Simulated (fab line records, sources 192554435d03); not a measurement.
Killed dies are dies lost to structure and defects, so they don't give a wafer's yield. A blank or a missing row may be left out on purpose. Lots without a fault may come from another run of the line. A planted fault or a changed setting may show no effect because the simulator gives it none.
Which tool did it? | flow n5_finfet | 24 lots, 72 wafers sampled, at 1 step of a route of 1938

WHAT THE GAUGES READ, wafer by wafer
N5_SD_EPI_P_INSPECT_11: inspects for defects (macro).
lot  | measured    | on                | raw_defect_count
L074 | day 3 05:59 | defect_inspect-01 | 8 1 1
L075 | day 3 11:58 | defect_inspect-01 | 1 2 2
L076 | day 3 17:29 | defect_inspect-02 | 2 3 1
L077 | day 4 00:23 | defect_inspect-02 | 2 0 0
L078 | day 4 06:21 | defect_inspect-02 | 1 2 0
L079 | day 4 13:34 | defect_inspect-02 | 0 1 2
L080 | day 4 21:38 | defect_inspect-02 | 1 2 0
L081 | day 5 00:58 | defect_inspect-01 | 1 4 0
L082 | day 5 08:29 | defect_inspect-01 | 2 0 0
L083 | day 5 13:09 | defect_inspect-02 | 2 3 2
L084 | day 5 17:14 | defect_inspect-02 | 2 4 4
L085 | day 6 00:46 | defect_inspect-02 | 5 0 2
L086 | day 6 05:34 | defect_inspect-02 | 0 3 2
L087 | day 6 11:04 | defect_inspect-01 | 3 2 4
L088 | day 6 17:11 | defect_inspect-02 | 5 3 3
L089 | day 6 23:57 | defect_inspect-02 | 1 1 2
L090 | day 7 05:21 | defect_inspect-02 | 4 2 3
L091 | day 7 12:55 | defect_inspect-02 | 2 1 2
L092 | day 7 18:29 | defect_inspect-02 | 2 0 2
L093 | day 8 01:26 | defect_inspect-02 | 4 2 1
L094 | day 8 05:42 | defect_inspect-02 | 4 3 1
L095 | day 8 10:55 | defect_inspect-01 | 1 1 3
L096 | day 9 00:15 | defect_inspect-01 | 5 0 1
L097 | day 9 06:09 | defect_inspect-01 | 0 3 3

WHICH TOOL RAN EACH LOT (tool, then ch and the chambers of the sampled wafers, then the start)
The record holds no process step before these readings.

WHAT THE TOOLS THEMSELVES READ (means of the sampled wafers that have a number; where no wafer has one, the mark that the record gives instead)
The record holds no such reading with a usual standard deviation.

THE ANSWER, worked out from the rows above alone
Rule: what is usual is taken from the lots themselves. Put in order of their means at a reading, lots are off if they are a third of the lots or fewer, leave a main group of 4 or more, and stand apart from it by a gap of 3 or more times the standard deviation of the main group's means; of several such gaps the widest counts. A main group whose means are all the same, to the digits that the tables above print for the reading, isn't used. A lot without any number at a reading at which 4 lots or more have one is off too. The other lots that the step has rows for count as sound. The gauges are gone through in route order, then the tools' own readings, and for those a lot's mean is taken as printed above. The first step at which some lot is off is used, and at that step the reading that is off furthest; a lot without a number counts as furthest.
No lot is off at any reading shown: from this, nothing can be told.

WHAT THE SIMULATOR HAD PUT IN
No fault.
